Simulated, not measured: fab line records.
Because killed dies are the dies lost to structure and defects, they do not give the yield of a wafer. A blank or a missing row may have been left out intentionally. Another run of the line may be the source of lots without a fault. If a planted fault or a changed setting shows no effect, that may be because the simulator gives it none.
Comparing a struck lot with a sound one + flow n5 finfet + 36 out of 1938 route steps
Sound: the wafers L902.1, L902.2, L902.4. Wafers L910.2, L910.3, L910.5 were the ones struck. Last of all comes the cause.
Per side, at each step with rows, come the tool, then ch with its chambers, and then its first start. Under that, the readings that differ: sound wafers + struck wafers + difference of the means + sigmas: that difference in standard deviations of wafers without a fault.
alike: same words and numbers on both sides, and readings whose means sit less than 2 such deviations apart. not compared: any withheld reading, any reading some wafer has no value for, any bound like >300 that may hide the same value, and any number with overlapping values for which the record gives no deviation.
Wherever a step has rows on one side only, a row that says differs or no value, or a row with sigmas, the two part there. When numbers do not overlap yet have no deviation, they are printed without sigmas and do not part them. Lack of a reading on every wafer of one side parts them only where that side has two or more wafers.

first, 9 steps without rows for these wafers: N5_BEOL_M4_ANNEAL_95 (time 240 s); N5_BEOL_M4_SPUTTER_96 (material Cu, target thk 4.5 nm, time 8.29 s); N5_BEOL_M4_ECD_50 (material Cu, target thk 300 nm); N5_BEOL_M4_ANNEAL_51 (time 90 s); N5_BEOL_M4_CMP_52 (polishes, stops on SiOC, t overpolish 6.8 s, target thk 40 nm); N5_BEOL_M4_PRE_CLEAN_60 (time 15 s); N5_BEOL_M4_CO_CAP_55 (material Co, precursor CCTBA/H2, target thk 2 nm, time 102.1 s); N5_BEOL_M4_PRE_CLEAN_56 (time 15 s); N5_BEOL_M4_DEP_57 (deposits SiCN from 3MS/NH3, target thk 8 nm, time 14 s).
N5_BEOL_M4_RC_MEAS_101:
  sound on prober-01 ch 0, day 9 22:14; struck on prober-02 ch 0, day 11 20:56
| reading        | sound             | struck            | difference | sigmas |
|----------------|-------------------|-------------------|------------|--------|
| IOFF_P (nA/um) | 0.184 0.196 0.205 | 0.255 0.272 0.238 | +0.060     | +2     |
  alike: DIBL_N, DIBL_P, IOFF_N, ION_N, ION_P, SS_N, SS_P, VT_N, VT_P
then, 24 steps without rows for these wafers: N5_BEOL_M5_ILD_DEP_00 (deposits SiCOH lowk from DEMS/porogen, target thk 140.64 nm, time 25.9 s); N5_BEOL_M5_CURE_79 (cures SiCOH lowk, time 240 s); N5_BEOL_M5_PECVD_70 (deposits SiO2 from TEOS/O2, target thk 16 nm, time 18 s); N5_BEOL_M5_HM_DEP_02 (deposits TiN, target thk 20 nm); N5_BEOL_M5_COAT_59 (time 60 s, resist thk 60 nm); N5_BEOL_M5_COAT_60 (time 60 s, resist thk 12 nm); N5_BEOL_M5_COAT_71 (time 60 s, resist thk 5 nm); N5_BEOL_M5_COAT_05 (resist thk 30 nm); N5_BEOL_M5_EBR_07; N5_BEOL_M5_SOFTBAKE_06 (time 60 s); N5_BEOL_M5_EXPOSE_08 (exposes mask M5, target cd 28 nm); N5_BEOL_M5_PEB_09 (peb time 60 s); N5_BEOL_M5_DEVELOP_10 (develop time 30 s); N5_BEOL_M5_DESCUM_16 (chemistry O2, time 7 s); N5_BEOL_M5_ETCH_72 (etches underlayer in N2/H2, target depth 6.5 nm, time 5.2 s); N5_BEOL_M5_ETCH_61 (etches SiARC in CF4, target depth 15.6 nm, time 26 s); N5_BEOL_M5_ETCH_62 (etches SOC in N2/H2, target depth 75 nm, overetch 15 nm, time 112.5 s); N5_BEOL_M5_STRIP_63 (strips in N2/H2); N5_BEOL_M5_STRIP_73 (strips in N2/H2); N5_BEOL_M5_STRIP_64 (strips in CF4); N5_BEOL_M5_HM_OPEN_17 (chemistry Cl2/BCl3, target TiN, target depth 20 nm, overetch 6 nm); N5_BEOL_M5_STRIP_19 (strips in O2); N5_BEOL_M5_COAT_65 (time 60 s, resist thk 60 nm); N5_BEOL_M5_COAT_66 (time 60 s, resist thk 12 nm).
N5_BEOL_M5_ETCH_41: etches SiCN in CH3F/O2, target depth 31.5 nm, time 56.7 s.
  sound on rie diel-03 ch 1,2,3, day 10 03:19; struck on rie diel-03 ch 0,1,3, day 12 02:22
  no value came back on the struck wafers for any of 9 readings (CH3F_flow_sccm (sccm), O2_flow_sccm (sccm) and others); on the sound wafers CH3F_flow_sccm (sccm) reads 30.13 29.97 30.01
-- record jumps: 4 days separate the struck wafers' starts on either side; left off in module BEOL_M5, taken up again in module PASSIVATION, whose first shown step is the route's number 1936 --
N5_PASSIVATION_PROBE_49:
  struck on prober-01, day 16 08:40; sound on prober-02, day 14 03:44
| reading                  | sound          | struck         | difference | sigmas      |
|--------------------------|----------------|----------------|------------|-------------|
| defect limited yield (%) | 92.6 90.5 88.5 | 0 0 0          | -91        | -65         |
| killed_at_M0_to_M3       | 19 49 62       | 22 17 24       | -22        | -2          |
| killed_at_M4_up          | 17 11 11       | 1089 1118 1086 | +1085      | +99 or more |
| killed at contacts       | 18 15 32       | 3 4 14         | -15        | -2          |
| killed dies              | 87 112 136     | 1180 1180 1180 | +1068      | +67         |
| killed on rim            | 18 17 11       | 152 152 152    | +137       | +38         |
| sort_bin_5_function (%)  | 4.2 4.9 7.8    | 96.9 97.1 96.1 | +91.1      | +96         |
| sort n pass              | 1093 1068 1044 | 0 0 0          | -1068      | -67         |
| sort yield pct (%)       | 92.6 90.5 88.5 | 0 0 0          | -91        | -65         |
  alike: killed at front end, killed at other, killed open, killed short, sort_bin_6_memory

== WHERE THEY PART ==
First at N5_BEOL_M4_RC_MEAS_101; last, within this record, at N5_PASSIVATION_PROBE_49.

WHY: what the simulator had put in
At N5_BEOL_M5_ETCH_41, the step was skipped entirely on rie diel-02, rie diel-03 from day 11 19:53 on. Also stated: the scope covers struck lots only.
